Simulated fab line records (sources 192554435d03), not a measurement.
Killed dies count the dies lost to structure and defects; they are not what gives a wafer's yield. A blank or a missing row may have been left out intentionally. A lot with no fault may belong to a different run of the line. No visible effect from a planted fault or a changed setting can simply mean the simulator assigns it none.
Chamber matching    flow n5Finfet    rieDiel-04 running N5_GATE_CUT_ETCH_36: 4 sister chambers
The step etches SiARC in CF4, target depth 13 nm, time 21.7 s. 30 wafers are shown with their chamber, then 12 later ones without.

## WAFERS, EACH WITH ITS CHAMBER
wafer   chamber  showerheadPlenumPTorr (Torr)  throttleValvePct (%)  drypumpMotorCurrentA (A)
L074.4  3        2.21                          15.9                  5.9
L074.5  0        2.21                          15.8                  5.6
L074.6  1        2.21                          15.8                  6.3
L076.2  1        2.21                          15.8                  6.3
L076.3  3        2.21                          15.9                  5.9
L076.5  0        2.21                          15.8                  5.6
L078.2  0        2.21                          15.8                  5.7
L078.5  2        2.09                          15.0                  6.2
L078.6  3        2.21                          15.9                  5.9
L079.3  0        2.21                          15.8                  5.6
L079.4  1        2.21                          15.9                  6.3
L079.5  0        2.21                          15.8                  5.6
L080.2  3        2.21                          15.9                  5.9
L080.5  3        2.21                          15.9                  5.9
L080.6  2        2.09                          15.0                  6.2
L081.2  1        2.21                          15.9                  6.3
L081.4  0        2.21                          15.8                  5.6
L081.5  2        2.09                          14.9                  6.2
L083.1  2        2.09                          15.0                  6.2
L083.3  0        2.21                          15.8                  5.6
L083.4  1        2.21                          15.9                  6.3
L084.2  1        2.21                          15.9                  6.2
L084.4  3        2.21                          15.9                  5.9
L084.6  1        2.21                          15.8                  6.2
L085.1  0        2.21                          15.8                  5.7
L085.2  2        2.09                          15.0                  6.2
L085.6  1        2.21                          15.9                  6.3
L088.2  1        2.20                          15.9                  6.2
L088.4  3        2.21                          15.9                  5.9
L088.5  0        2.20                          15.8                  5.7

SIGNATURES, as means of the wafers listed above
reading                chamber 0  chamber 1  chamber 2  chamber 3  scatter within a chamber
showerheadPlenumPTorr  2.2089     2.2089     2.0900     2.2100     0.00261
throttleValvePct       15.800     15.867     14.980     15.900     0.0328
drypumpMotorCurrentA   5.633      6.267      6.200      5.900      0.0392
Rule: a wafer's distance from a chamber is the root of the sum, over the readings, of the square of ((its reading less the chamber's mean) divided by the reading's scatter). If the next closest chamber is less than 2 further off than the closest, the wafer can't be placed; otherwise it belongs to the closest. The scatter: take each reading less its chamber's mean, square it, sum over the shown wafers, divide by the number of wafers less the number of chambers, and take the root.

## WAFERS WITH NO CHAMBER GIVEN
wafer   showerheadPlenumPTorr (Torr)  throttleValvePct (%)  drypumpMotorCurrentA (A)
L089.2  2.20                          15.8                  5.6
L089.3  2.09                          15.0                  6.2
L089.5  2.20                          15.9                  6.3
L091.1  2.20                          15.8                  5.6
L091.2  2.08                          15.0                  6.2
L091.3  2.20                          15.9                  6.3
L093.2  2.20                          15.8                  5.7
L093.3  2.08                          15.0                  6.2
L093.4  2.08                          15.0                  6.2
L095.2  2.20                          15.4                  5.9
L095.3  2.20                          15.9                  6.3
L095.4  2.08                          15.0                  6.2

## WHICH CHAMBER EACH WENT THROUGH
wafer   from the rows above      in truth
L089.2  0                        0
L089.3  2                        2
L089.5  1                        1
L091.1  0                        0
L091.2  2                        2
L091.3  1                        1
L093.2  0                        0
L093.3  2                        2
L093.4  2                        2
L095.2  can't be placed: 0 or 3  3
L095.3  1                        1
L095.4  2                        2
11 of 12 placed correctly. Can't be placed from these rows: 1 (the true chamber is among the candidates in 1). Placed wrongly: 0.
